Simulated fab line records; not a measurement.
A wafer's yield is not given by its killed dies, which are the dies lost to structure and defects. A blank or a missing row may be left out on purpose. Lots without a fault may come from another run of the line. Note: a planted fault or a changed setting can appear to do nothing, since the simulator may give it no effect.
fab line records	flow n5-finfet	part 1 of 2: steps 1 to 18 of 24
record: lots: 5	wafers: 15	last-day: 15
route steps=1938 shown BEOL_M0_SAQP@692 BEOL_M0_CUTY@701 BEOL_M0@715
lots that met no fault: from a run of the same line without faults
start-h: hours from the record's opening day to when the first of the lot's shown wafers began	wait-h: hours from the lot's prior step to this one	" identical to the entry in the row above	L1.1+2: several wafers, shown together as one row	- value missing, or start not given	* or withheld: withheld	< > ~ a bound
route shown NAME@n: names a module that has steps shown in the file, with the first one's number in the route	usual: mean/standard deviation taken from wafers without a fault	same: alike in all rows	chamber/n: place in a boat	sites: per-site readings	_std_site: standard deviation of those values	_edge_site: inner sites' mean taken away from outer sites' mean	radius-mm: how far each site lies from the wafer's centre	mask NAME#n: copy n	behind: the last tool/chamber to shape the wafer	hold: the reason the lot was held/the length of the hold in hours/how it ended	device: which transistor (n, p or np) failed to switch	end of line: the same wafers' tests at the end of the route	for a step that has no rows: nothing shown but its recipe	killed: the dies lost at the first sort to structure and to defects; this is not the yield of the wafer	map: a wafer's dies, marking killed ones x, the rest . and places with no die _
set.NAME: the run value of the setting; set.NAME@STEP: its run value at that earlier step	model.NAME: the simulator's own value behind a step, which no gauge read
a table for each step, a row for each wafer; lots at some steps of the route
services: a tool's chamber out of use, with start hour (start-h, from the record's first day; less than 0 if before it), hours out, and reason
== steps ==
step: N5_BEOL_M0_SAQP_DESCUM_45
recipe: chemistry: O2	time-s: 7	source-power-w: 50	bias-power-w: 20	pressure-mtorr: 20	rf-frequency-hz: 2.712e+07	temp-c: 40	resist: CAR-EUV	o2-flow-sccm: 225
usual: drypump-motor-current-A: 5.8/0.52	oes-product-au: 0.81/0.096	rf-vpp-V: 243.1/1.5	showerhead-plenum-p-Torr: 2.09/0.07	throttle-valve-pct: 20.34/0.28
lot.wafer	tool	chamber	start-h	wait-h	drypump-motor-current-A	oes-product-au	rf-hours-counter-h	rf-vpp-V	showerhead-plenum-p-Torr	throttle-valve-pct
L077.2	rie-diel-01	3	130.84	0.4	5.4	0.69	240	241.6	2.07	20.50
L077.3	"	0	"	"	6.5	0.86	87	243.1	2.10	20.03
L077.4	"	2	"	"	5.7	0.90	23	243.7	2.13	20.21
L078.2	rie-diel-01	2	135.18	0.3	5.7	0.89	24	245.0	2.13	20.20
L078.4	"	0	"	"	6.4	0.85	88	245.5	2.10	20.05
L078.5	"	3	"	"	5.4	0.69	-	241.8	2.07	20.51
L080.1	rie-diel-02	3	149.13	0.0	6.2	0.69	211	242.5	1.99	20.57
L080.2	"	2	"	"	6.4	0.67	249	242.9	2.04	20.71
L080.6	"	1	"	"	5.2	0.71	-	240.9	1.98	20.76
L087.4	rie-diel-01	3	214.78	0.0	5.3	0.94	7	242.8	2.07	20.07
L087.5	"	2	"	"	5.7	0.85	-	242.4	2.12	20.25
L087.6	"	1	"	"	5.8	0.87	-	245.6	2.23	19.95
L088.2	rie-diel-01	2	223.72	0.0	5.7	0.85	54	243.1	2.12	20.25
L088.3	"	1	"	"	5.8	0.88	48	244.4	2.23	19.98
L088.5	"	2	"	"	5.7	0.85	-	243.7	2.12	20.25
step: N5_BEOL_M0_SAQP_ETCH_88
recipe: chemistry: N2/H2	target: underlayer	target-depth-a: 65	time-s: 5.2	ion-energy-ev: 200	mask-material: CAR-EUV	pressure-mtorr: 30	source-w: 840	bias-w: 150	n2-flow-sccm: 200	h2-flow-sccm: 200	ends: cleared
usual: drypump-motor-current-A: 5.8/0.52	etch-rf-on-time-s: 5.17/0.13	oes-product-au: 0.69/0.083	rf-vpp-V: 524.0/2.7	showerhead-plenum-p-Torr: 2.55/0.086	throttle-valve-pct: 17.8/0.32
lot.wafer	tool	chamber	start-h	wait-h	drypump-motor-current-A	etch-rf-on-time-s	oes-product-au	rf-hours-counter-h	rf-vpp-V	showerhead-plenum-p-Torr	throttle-valve-pct
L077.2	rie-diel-01	3	130.87	0.0	5.4	5.05	0.59	240	525.4	2.49	17.7
L077.3	"	0	"	"	6.5	5.14	0.72	87	525.2	2.57	17.6
L077.4	"	2	"	"	5.7	5.21	0.75	23	527.3	2.62	17.8
L078.2	rie-diel-01	2	135.22	0.0	5.7	5.19	0.75	24	525.9	2.62	17.8
L078.4	"	0	"	"	6.5	5.12	0.72	88	526.5	2.57	17.6
L078.5	"	3	"	"	5.5	5.05	0.60	-	522.1	2.49	17.7
L080.1	rie-diel-02	3	149.16	0.0	6.2	5.29	0.60	211	522.0	2.42	18.1
L080.2	"	2	"	"	6.4	5.48	0.57	249	524.6	2.49	18.2
L080.6	"	1	"	"	5.2	5.27	0.61	-	517.7	2.42	18.2
L087.4	rie-diel-01	3	214.81	0.0	5.4	5.12	0.82	7	521.9	2.48	17.2
L087.5	"	2	"	"	5.7	5.16	0.72	-	526.3	2.61	17.8
L087.6	"	1	"	"	5.7	5.07	0.77	-	527.6	2.69	17.4
L088.2	rie-diel-01	2	223.75	0.0	5.7	5.27	0.72	54	526.3	2.60	17.8
L088.3	"	1	"	"	5.8	5.08	0.75	48	529.2	2.69	17.4
L088.5	"	2	"	"	5.7	5.28	0.71	-	524.2	2.60	17.8
step: N5_BEOL_M0_SAQP_ETCH_73
recipe: chemistry: CF4	target: SiARC	target-depth-a: 195	mask-material: CAR-EUV	time-s: 32.5	ion-energy-ev: 80	pressure-mtorr: 40	source-w: 545	bias-w: 36	Ar_flow_sccm: 100	cf4-flow-sccm: 100	ends: cleared
usual: drypump-motor-current-A: 5.8/0.52	etch-rf-on-time-s: 32.2/0.79	oes-product-au: 0.69/0.083	rf-vpp-V: 184.1/1.2	showerhead-plenum-p-Torr: 2.15/0.066	throttle-valve-pct: 15.5/0.32
lot.wafer	tool	chamber	start-h	wait-h	drypump-motor-current-A	etch-rf-on-time-s	oes-product-au	rf-hours-counter-h	rf-vpp-V	showerhead-plenum-p-Torr	throttle-valve-pct
L077.2	rie-diel-01	3	130.89	0.0	5.3	31.9	0.60	240	184.0	2.12	15.7
L077.3	"	0	"	"	6.4	32.0	0.72	87	184.1	2.16	15.4
L077.4	"	2	"	"	5.7	32.4	0.76	23	183.9	2.18	15.4
L078.2	rie-diel-01	2	135.23	0.0	5.7	32.9	0.75	24	184.3	2.18	15.4
L078.4	"	0	"	"	6.4	32.2	0.72	88	183.5	2.16	15.4
L078.5	"	3	"	"	5.4	32.0	0.59	-	183.0	2.12	15.7
L080.1	rie-diel-02	3	149.18	0.0	6.2	33.1	0.59	211	181.7	2.05	15.7
L080.2	"	2	"	"	6.4	34.3	0.58	249	182.2	2.11	16.0
L080.6	"	1	"	"	5.2	32.9	0.60	-	182.3	2.05	16.0
L087.4	rie-diel-01	3	214.83	0.0	5.4	31.7	0.81	7	183.7	2.11	15.2
L087.5	"	2	"	"	5.7	32.2	0.72	-	184.7	2.17	15.4
L087.6	"	1	"	"	5.8	31.4	0.76	-	186.6	2.26	15.1
L088.2	rie-diel-01	2	223.77	0.0	5.7	32.3	0.71	54	184.4	2.17	15.4
L088.3	"	1	"	"	5.8	30.9	0.76	48	186.5	2.26	15.1
L088.5	"	2	"	"	5.7	32.0	0.72	-	183.5	2.17	15.5
step: N5_BEOL_M0_SAQP_CUT_ETCH_46
recipe: chemistry: N2/H2	target: SOC	target-depth-a: 1350	overetch-a: 270	temp-c: 40	time-s: 202.5	ion-energy-ev: 200	mask-material: SiARC	pressure-mtorr: 30	source-w: 840	bias-w: 150	n2-flow-sccm: 200	h2-flow-sccm: 200
usual: drypump-motor-current-A: 5.8/0.51	rf-vpp-V: 524.0/2.5	showerhead-plenum-p-Torr: 2.55/0.086	throttle-valve-pct: 17.7/0.32
lot.wafer	tool	chamber	start-h	wait-h	drypump-motor-current-A	rf-hours-counter-h	rf-vpp-V	showerhead-plenum-p-Torr	throttle-valve-pct
L077.2	rie-diel-01	3	130.92	0.0	5.4	240	521.0	2.49	17.6
L077.3	"	0	"	"	6.4	87	523.6	2.57	17.6
L077.4	"	2	"	"	5.7	23	523.3	2.62	17.7
L078.2	rie-diel-01	2	135.27	0.0	5.8	24	524.0	2.62	17.7
L078.4	"	0	"	"	6.5	88	525.0	2.57	17.5
L078.5	"	3	"	"	5.3	-	524.1	2.49	17.6
L080.1	rie-diel-02	3	149.21	0.0	6.2	211	522.1	2.42	18.1
L080.2	"	2	"	"	6.4	249	523.3	2.49	18.1
L080.6	"	1	"	"	5.2	-	520.2	2.42	18.1
L087.4	rie-diel-01	3	214.86	0.0	5.4	7	522.1	2.48	17.2
L087.5	"	2	"	"	5.7	-	524.8	2.61	17.8
L087.6	"	1	"	"	5.8	-	527.2	2.69	17.3
L088.2	rie-diel-01	2	223.80	0.0	5.7	54	522.5	2.60	17.8
L088.3	"	1	"	"	5.8	48	528.5	2.69	17.3
L088.5	"	2	"	"	5.7	-	525.6	2.60	17.8
step: N5_BEOL_M0_SAQP_STRIP_74
recipe: chemistry: N2/H2	temp-c: 40	n2-flow-sccm: 200	h2-flow-sccm: 200	rf-frequency-hz: 6e+07
lot.wafer	tool	chamber	start-h	wait-h
L077.2+3+4	rie-diel-01	3,0,2	131.08	0.1
L078.2+4+5	rie-diel-01	2,0,3	135.42	0.1
L080.1+2+6	rie-diel-02	3,2,1	149.37	0.1
L087.4+5+6	rie-diel-01	3,2,1	215.02	0.1
L088.2+3+5	rie-diel-01	2,1,2	223.96	0.1
step: N5_BEOL_M0_SAQP_STRIP_89
recipe: chemistry: N2/H2	temp-c: 40	n2-flow-sccm: 200	h2-flow-sccm: 200	rf-frequency-hz: 6e+07
lot.wafer	tool	chamber	start-h	wait-h
L077.2+3+4	rie-diel-01	3,0,2	131.09	0.0
L078.2+4+5	rie-diel-01	2,0,3	135.43	0.0
L080.1+2+6	rie-diel-02	3,2,1	149.38	0.0
L087.4+5+6	rie-diel-01	3,2,1	215.03	0.0
L088.2+3+5	rie-diel-01	2,1,2	223.97	0.0
step: N5_BEOL_M0_SAQP_ALD_48
recipe: material: SiO2	target-thk-a: 200	temp-c: 100	ald-precursor-family: BDEAS	ald-co-reactant: O2-plasma	pulse-time-s: 1	co-reactant-pulse-time-s: 1	purge-time-s: 2	co-reactant-purge-time-s: 2	ald-cycles: 139	pressure-torr: 2
usual: heater-power-w: 82/10	precursor-pulse-height-rel: 0.999/0.02	susceptor-temp-C: 99.99/0.14
same: purge-time-s: 2
lot.wafer	tool	chamber	start-h	wait-h	heater-power-w	precursor-pulse-height-rel	susceptor-temp-C
L077.2	ald-sin-02	1	131.13	0.0	96	0.971	100.00
L077.3	"	2	"	"	87	0.976	99.83
L077.4	"	0	"	"	67	0.970	99.79
L078.2	ald-sin-02	0	135.47	0.0	68	0.996	100.03
L078.4	"	1	"	"	94	1.012	99.86
L078.5	"	1	"	"	93	0.967	99.97
L080.1	ald-sin-02	1	149.58	0.2	92	0.992	99.88
L080.2	"	0	"	"	68	0.957	100.12
L080.6	"	2	"	"	84	1.000	99.91
L087.4	ald-sin-04	0	215.10	0.1	66	1.016	100.14
L087.5	"	1	"	"	81	0.987	99.75
L087.6	"	0	"	"	68	0.998	100.29
L088.2	ald-sin-04	1	224.15	0.2	78	1.000	100.25
L088.3	"	2	"	"	98	1.006	99.93
L088.5	"	3	"	"	75	1.001	99.73
step: N5_BEOL_M0_SAQP_ETCH_49
recipe: chemistry: CF4/O2	target-depth-a: 370	target: SiO2	pressure-mtorr: 40	source-w: 535	bias-w: 49	Ar_flow_sccm: 100	cf4-flow-sccm: 100	O2_flow_sccm: 10	ion-energy-ev: 100
usual: drypump-motor-current-A: 5.9/0.52	oes_o_777_au: 0.80/0.093	oes-product-au: 0.80/0.098	rf-vpp-V: 238/3.6	showerhead-plenum-p-Torr: 2.20/0.066	throttle-valve-pct: 15.8/0.3
lot.wafer	tool	chamber	start-h	wait-h	drypump-motor-current-A	oes_o_777_au	oes-product-au	rf-hours-counter-h	rf-vpp-V	showerhead-plenum-p-Torr	throttle-valve-pct
L077.2	rie-diel-02	0	131.65	0.3	5.6	0.99	0.99	1	235	2.16	15.5
L077.3	"	1	"	"	5.2	0.71	0.71	202	234	2.11	16.2
L077.4	"	3	"	"	6.2	0.70	0.69	206	244	2.11	16.0
L078.2	rie-diel-02	3	135.99	0.3	6.2	0.70	0.69	207	244	2.11	16.0
L078.4	"	2	"	"	6.4	0.68	0.68	245	239	2.17	16.3
L078.5	"	3	"	"	6.2	0.70	0.69	-	243	2.11	16.0
L080.1	rie-diel-01	2	150.10	0.3	5.7	0.86	0.88	29	241	2.24	15.6
L080.2	"	3	"	"	5.4	0.70	0.68	245	247	2.18	15.9
L080.6	"	3	"	"	5.4	0.70	0.68	-	246	2.18	15.9
L087.4	rie-diel-01	2	215.74	0.4	5.7	0.83	0.84	51	242	2.24	15.7
L087.5	"	2	"	"	5.7	0.83	0.84	-	241	2.24	15.7
L087.6	"	1	"	"	5.8	0.89	0.88	-	234	2.33	15.3
L088.2	rie-diel-02	2	224.70	0.3	6.4	0.90	0.95	13	240	2.16	15.8
L088.3	"	1	"	"	5.2	0.69	0.70	231	232	2.10	16.2
L088.5	"	2	"	"	6.4	0.90	0.94	-	240	2.16	15.8
step: N5_BEOL_M0_SAQP_STRIP_75
recipe: chemistry: CF4	resist: SiARC	power-w: 300	bias-power-w: 75	pressure-mtorr: 50	cf4-flow-sccm: 150	rf-frequency-hz: 6e+07
usual: drypump-motor-current-A: 5.8/0.52	oes-product-au: 0.184/0.021	rf-vpp-V: 271.0/1.6	showerhead-plenum-p-Torr: 1.79/0.058	throttle-valve-pct: 13.5/0.31
lot.wafer	tool	chamber	start-h	wait-h	drypump-motor-current-A	oes-product-au	rf-hours-counter-h	rf-vpp-V	showerhead-plenum-p-Torr	throttle-valve-pct
L077.2	rie-diel-02	0	131.75	0.1	5.6	0.220	1	270.1	1.75	13.2
L077.3	"	1	"	"	5.2	0.165	203	268.7	1.70	13.9
L077.4	"	3	"	"	6.2	0.164	206	268.6	1.71	13.7
L078.2	rie-diel-02	3	136.09	0.1	6.2	0.159	207	268.2	1.71	13.7
L078.4	"	2	"	"	6.4	0.164	245	271.2	1.77	14.0
L078.5	"	3	"	"	6.2	0.162	-	270.2	1.71	13.7
L080.1	rie-diel-01	2	150.20	0.1	5.7	0.195	29	272.9	1.83	13.3
L080.2	"	3	"	"	5.4	0.158	245	269.2	1.77	13.7
L080.6	"	3	"	"	5.3	0.155	-	270.4	1.78	13.7
L087.4	rie-diel-01	2	215.84	0.1	5.7	0.193	51	271.4	1.82	13.4
L087.5	"	2	"	"	5.7	0.199	-	271.1	1.82	13.4
L087.6	"	1	"	"	5.7	0.205	-	273.6	1.90	13.1
L088.2	rie-diel-02	2	224.80	0.1	6.4	0.213	13	270.7	1.76	13.5
L088.3	"	1	"	"	5.2	0.158	231	267.4	1.70	13.9
L088.5	"	2	"	"	6.4	0.212	-	270.1	1.76	13.5
step: N5_BEOL_M0_CUTY_COAT_50
recipe: resist: SiARC	temp-c: 220	time-s: 60	spin-rpm: 1500	resist-thk-nm: 15
usual: resist-line-temp-C: 22.98/0.1
lot.wafer	tool	chamber	start-h	wait-h	resist-line-temp-C
L077.2	litho-track-01	0	131.80	0.0	23.04
L077.3	"	0	"	"	23.01
L077.4	"	0	"	"	23.12
L078.2	litho-track-04	0	136.14	0.0	23.06
L078.4	"	0	"	"	22.96
L078.5	"	0	"	"	22.95
L080.1	litho-track-04	0	150.25	0.0	23.05
L080.2	"	0	"	"	22.79
L080.6	"	0	"	"	22.92
L087.4	litho-track-01	0	215.89	0.0	22.91
L087.5	"	0	"	"	22.86
L087.6	"	0	"	"	23.00
L088.2	litho-track-02	0	224.85	0.0	23.13
L088.3	"	0	"	"	23.04
L088.5	"	0	"	"	22.91
step: N5_BEOL_M0_CUTY_COAT_51
recipe: resist: CAR-ArF-block	spin-rpm: 1500	resist-thk-nm: 150
usual: resist-line-temp-C: 23.00/0.1
lot.wafer	tool	chamber	start-h	wait-h	resist-line-temp-C
L077.2	litho-track-01	0	-	-	23.17
L077.3	"	0	"	"	23.20
L077.4	"	0	"	"	23.13
L078.2	litho-track-04	0	-	-	23.02
L078.4	"	0	"	"	23.02
L078.5	"	0	"	"	23.13
L080.1	litho-track-04	0	-	-	23.18
L080.2	"	0	"	"	23.20
L080.6	"	0	"	"	23.06
L087.4	litho-track-01	0	-	-	22.96
L087.5	"	0	"	"	22.85
L087.6	"	0	"	"	22.90
L088.2	litho-track-02	0	-	-	23.04
L088.3	"	0	"	"	23.00
L088.5	"	0	"	"	22.94
step: N5_BEOL_M0_CUTY_EBR_52
recipe: solvent: PGMEA	ebr-width-mm: 1.5
usual: resist-line-temp-C: 22.99/0.1
lot.wafer	tool	chamber	start-h	wait-h	resist-line-temp-C
L077.2	litho-track-01	0	-	-	22.91
L077.3	"	0	"	"	22.96
L077.4	"	0	"	"	22.98
L078.2	litho-track-04	0	-	-	23.23
L078.4	"	0	"	"	22.94
L078.5	"	0	"	"	23.13
L080.1	litho-track-04	0	-	-	23.00
L080.2	"	0	"	"	23.00
L080.6	"	0	"	"	23.10
L087.4	litho-track-01	0	-	-	22.94
L087.5	"	0	"	"	22.98
L087.6	"	0	"	"	22.86
L088.2	litho-track-02	0	-	-	23.15
L088.3	"	0	"	"	23.08
L088.5	"	0	"	"	23.03
step: N5_BEOL_M0_CUTY_SOFTBAKE_53
recipe: temp-c: 110	time-s: 60	resist: CAR-ArF-block
usual: resist-line-temp-C: 23.00/0.11
lot.wafer	tool	chamber	start-h	wait-h	resist-line-temp-C
L077.2	litho-track-01	0	-	-	22.95
L077.3	"	0	"	"	23.12
L077.4	"	0	"	"	23.07
L078.2	litho-track-04	0	-	-	22.87
L078.4	"	0	"	"	22.92
L078.5	"	0	"	"	22.90
L080.1	litho-track-04	0	-	-	23.02
L080.2	"	0	"	"	22.90
L080.6	"	0	"	"	23.02
L087.4	litho-track-01	0	-	-	23.23
L087.5	"	0	"	"	22.88
L087.6	"	0	"	"	22.87
L088.2	litho-track-02	0	-	-	23.04
L088.3	"	0	"	"	22.91
L088.5	"	0	"	"	22.97
step: N5_BEOL_M0_CUTY_EXPOSE_54
recipe: mask-id: M0_ABLK	na: 1.35	source-shape: conventional	sigma-outer: 0.8	polarization: unpolarized	dose-mj: 36
usual: exposure-dose-mJ-cm2: 35.96/0.045
same: na: 1.35
lot.wafer	tool	chamber	start-h	wait-h	mask	exposure-dose-mJ-cm2
L077.2	arfi-scanner-02	0	132.03	-	M0_ABLK#0	35.99
L077.3	"	0	"	"	M0_ABLK#0	35.94
L077.4	"	0	"	"	M0_ABLK#0	35.91
L078.2	arfi-scanner-01	0	136.37	-	M0_ABLK#0	35.98
L078.4	"	0	"	"	M0_ABLK#0	35.91
L078.5	"	0	"	"	M0_ABLK#0	35.93
L080.1	arfi-scanner-03	0	150.47	-	M0_ABLK#0	35.95
L080.2	"	0	"	"	M0_ABLK#0	35.96
L080.6	"	0	"	"	M0_ABLK#0	35.97
L087.4	arfi-scanner-01	0	216.00	-	M0_ABLK#0	36.05
L087.5	"	0	"	"	M0_ABLK#0	36.06
L087.6	"	0	"	"	M0_ABLK#0	36.01
L088.2	arfi-scanner-02	0	224.95	-	M0_ABLK#0	35.95
L088.3	"	0	"	"	M0_ABLK#0	35.95
L088.5	"	0	"	"	M0_ABLK#0	35.93
step: N5_BEOL_M0_CUTY_PEB_55
recipe: peb-temp-c: 110	peb-time-s: 60	resist: CAR-ArF-block
usual: resist-line-temp-C: 23.02/0.096
lot.wafer	tool	chamber	start-h	wait-h	resist-line-temp-C
L077.2	litho-track-02	0	132.09	0.0	23.00
L077.3	"	0	"	"	22.92
L077.4	"	0	"	"	22.99
L078.2	litho-track-04	0	136.42	0.0	23.16
L078.4	"	0	"	"	22.84
L078.5	"	0	"	"	22.89
L080.1	litho-track-02	0	150.53	0.1	22.93
L080.2	"	0	"	"	22.97
L080.6	"	0	"	"	22.92
L087.4	litho-track-01	0	216.04	0.0	23.05
L087.5	"	0	"	"	22.92
L087.6	"	0	"	"	22.94
L088.2	litho-track-02	0	225.01	0.0	22.87
L088.3	"	0	"	"	23.06
L088.5	"	0	"	"	23.10
step: N5_BEOL_M0_CUTY_DEVELOP_56
recipe: develop-time-s: 30	developer: TMAH	resist: CAR-ArF-block	rinse-liquid: diw	dry: air-spin	dev-temp-c: 23
usual: resist-line-temp-C: 22.98/0.092
lot.wafer	tool	chamber	start-h	wait-h	resist-line-temp-C
L077.2	litho-track-02	0	-	-	22.84
L077.3	"	0	"	"	23.08
L077.4	"	0	"	"	22.88
L078.2	litho-track-04	0	-	-	22.96
L078.4	"	0	"	"	23.04
L078.5	"	0	"	"	22.94
L080.1	litho-track-02	0	-	-	23.09
L080.2	"	0	"	"	23.02
L080.6	"	0	"	"	23.11
L087.4	litho-track-01	0	-	-	22.93
L087.5	"	0	"	"	22.95
L087.6	"	0	"	"	22.91
L088.2	litho-track-02	0	-	-	23.04
L088.3	"	0	"	"	22.98
L088.5	"	0	"	"	22.90
step: N5_BEOL_M0_CUTY_CD_MEAS_57
recipe: target-cd-nm: 200	landing-energy-ev: 500	detector: se-inlens	polarity: line
usual: cd-nm: 199.6/0.96
lot.wafer	tool	chamber	start-h	wait-h	cd-nm
L077.2	cd-sem-01	0	132.15	-	197.3
L077.3	"	0	"	"	197.9
L077.4	"	0	"	"	197.5
L078.2	cd-sem-02	0	136.49	-	199.2
L078.4	"	0	"	"	197.3
L078.5	"	0	"	"	199.3
L080.1	cd-sem-03	0	150.59	-	199.9
L080.2	"	0	"	"	201.4
L080.6	"	0	"	"	200.6
L087.4	cd-sem-03	0	216.11	-	200.2
L087.5	"	0	"	"	199.8
L087.6	"	0	"	"	200.1
L088.2	cd-sem-01	0	225.07	-	199.5
L088.3	"	0	"	"	199.1
L088.5	"	0	"	"	199.8
step: N5_BEOL_M0_CUTY_OVL_MEAS_58
recipe: points-per-wafer: 44
usual: M0_ABLK_OVL: -0.3/0.81
lot.wafer	tool	chamber	start-h	wait-h	M0_ABLK_OVL[nm]
L077.2	overlay-01	0	132.18	0.0	-0.7
L077.3	"	0	"	"	-0.5
L077.4	"	0	"	"	-1.3
L078.2	overlay-02	0	136.52	0.0	-0.3
L078.4	"	0	"	"	-0.7
L078.5	"	0	"	"	-1.7
L080.1	overlay-02	0	150.62	0.0	-0.1
L080.2	"	0	"	"	0.1
L080.6	"	0	"	"	-0.8
L087.4	overlay-02	0	216.14	0.0	-0.2
L087.5	"	0	"	"	-0.6
L087.6	"	0	"	"	0.0
L088.2	overlay-01	0	225.10	0.0	0.5
L088.3	"	0	"	"	0.7
L088.5	"	0	"	"	0.2
